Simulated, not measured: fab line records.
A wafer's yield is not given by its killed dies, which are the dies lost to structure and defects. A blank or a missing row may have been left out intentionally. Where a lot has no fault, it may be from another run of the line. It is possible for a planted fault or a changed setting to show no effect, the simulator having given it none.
Chamber matching || flow n5Finfet || cvdCo-01 running N5_BEOL_M5_PRE_CLEAN_77: 3 sister chambers
The step time 15 s. 36 wafers are shown with their chamber, then 12 later ones without.

## WAFERS PAIRED WITH THEIR CHAMBERS
{"wafer": "L077.2", "chamber": 2, "heaterPowerW (W)": 58}
{"wafer": "L077.4", "chamber": 1, "heaterPowerW (W)": 94}
{"wafer": "L077.5", "chamber": 2, "heaterPowerW (W)": 57}
{"wafer": "L079.1", "chamber": 1, "heaterPowerW (W)": 99}
{"wafer": "L079.2", "chamber": 0, "heaterPowerW (W)": 97}
{"wafer": "L079.3", "chamber": 2, "heaterPowerW (W)": 59}
{"wafer": "L079.4", "chamber": 0, "heaterPowerW (W)": 96}
{"wafer": "L079.5", "chamber": 1, "heaterPowerW (W)": 96}
{"wafer": "L079.6", "chamber": 2, "heaterPowerW (W)": 58}
{"wafer": "L080.1", "chamber": 1, "heaterPowerW (W)": 95}
{"wafer": "L080.2", "chamber": 0, "heaterPowerW (W)": 97}
{"wafer": "L080.5", "chamber": 1, "heaterPowerW (W)": 95}
{"wafer": "L082.1", "chamber": 0, "heaterPowerW (W)": 97}
{"wafer": "L082.3", "chamber": 2, "heaterPowerW (W)": 58}
{"wafer": "L082.6", "chamber": 1, "heaterPowerW (W)": 95}
{"wafer": "L081.1", "chamber": 0, "heaterPowerW (W)": 95}
{"wafer": "L081.2", "chamber": 2, "heaterPowerW (W)": 58}
{"wafer": "L081.3", "chamber": 1, "heaterPowerW (W)": 97}
{"wafer": "L081.4", "chamber": 0, "heaterPowerW (W)": 97}
{"wafer": "L081.5", "chamber": 2, "heaterPowerW (W)": 58}
{"wafer": "L081.6", "chamber": 1, "heaterPowerW (W)": 96}
{"wafer": "L083.1", "chamber": 2, "heaterPowerW (W)": 58}
{"wafer": "L083.2", "chamber": 0, "heaterPowerW (W)": 96}
{"wafer": "L083.3", "chamber": 1, "heaterPowerW (W)": 98}
{"wafer": "L083.4", "chamber": 0, "heaterPowerW (W)": 98}
{"wafer": "L083.5", "chamber": 1, "heaterPowerW (W)": 97}
{"wafer": "L083.6", "chamber": 2, "heaterPowerW (W)": 59}
{"wafer": "L089.1", "chamber": 1, "heaterPowerW (W)": 94}
{"wafer": "L089.2", "chamber": 2, "heaterPowerW (W)": 58}
{"wafer": "L089.4", "chamber": 1, "heaterPowerW (W)": 97}
{"wafer": "L088.1", "chamber": 2, "heaterPowerW (W)": 57}
{"wafer": "L088.4", "chamber": 1, "heaterPowerW (W)": 99}
{"wafer": "L088.6", "chamber": 0, "heaterPowerW (W)": 97}
{"wafer": "L090.2", "chamber": 2, "heaterPowerW (W)": 59}
{"wafer": "L090.3", "chamber": 1, "heaterPowerW (W)": 96}
{"wafer": "L090.5", "chamber": 2, "heaterPowerW (W)": 58}

SIGNATURES (averages over the wafers above)
{"reading": "heaterPowerW", "chamber 0": 96.67, "chamber 1": 96.29, "chamber 2": 58.08, "scatter within a chamber": 1.18}
Rule: a wafer's distance from a chamber is the root of the sum, over the readings, of the square of ((its reading less the chamber's mean) divided by the reading's scatter). The wafer belongs to the nearest chamber; if the next one is less than 2 further off, it can't be placed. The scatter is the square root of a quotient: the sum, over the shown wafers, of each reading's squared deviation from its chamber's mean, divided by wafers minus chambers.

## WAFERS WITHOUT THEIR CHAMBER
{"wafer": "L093.1", "heaterPowerW (W)": 98}
{"wafer": "L093.2", "heaterPowerW (W)": 58}
{"wafer": "L093.3", "heaterPowerW (W)": 99}
{"wafer": "L093.4", "heaterPowerW (W)": 98}
{"wafer": "L093.5", "heaterPowerW (W)": 59}
{"wafer": "L093.6", "heaterPowerW (W)": 99}
{"wafer": "L095.2", "heaterPowerW (W)": 100}
{"wafer": "L095.4", "heaterPowerW (W)": 60}
{"wafer": "L095.6", "heaterPowerW (W)": 97}
{"wafer": "L096.1", "heaterPowerW (W)": 95}
{"wafer": "L096.2", "heaterPowerW (W)": 60}
{"wafer": "L096.6", "heaterPowerW (W)": 99}

## THE CHAMBER EACH PASSED THROUGH
{"wafer": "L093.1", "from the rows above": "can't be placed: 0 or 1", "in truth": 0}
{"wafer": "L093.2", "from the rows above": 2, "in truth": 2}
{"wafer": "L093.3", "from the rows above": "can't be placed: 0 or 1", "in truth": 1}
{"wafer": "L093.4", "from the rows above": "can't be placed: 0 or 1", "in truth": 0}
{"wafer": "L093.5", "from the rows above": 2, "in truth": 2}
{"wafer": "L093.6", "from the rows above": "can't be placed: 0 or 1", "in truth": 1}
{"wafer": "L095.2", "from the rows above": "can't be placed: 0 or 1", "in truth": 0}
{"wafer": "L095.4", "from the rows above": 2, "in truth": 2}
{"wafer": "L095.6", "from the rows above": "can't be placed: 0 or 1", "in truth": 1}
{"wafer": "L096.1", "from the rows above": "can't be placed: 1 or 0", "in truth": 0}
{"wafer": "L096.2", "from the rows above": 2, "in truth": 2}
{"wafer": "L096.6", "from the rows above": "can't be placed: 0 or 1", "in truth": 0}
4 of 12 placed correctly. From these rows, 8 cannot be placed; in 8 the true chamber is one of the candidates. Number placed wrongly: 0.
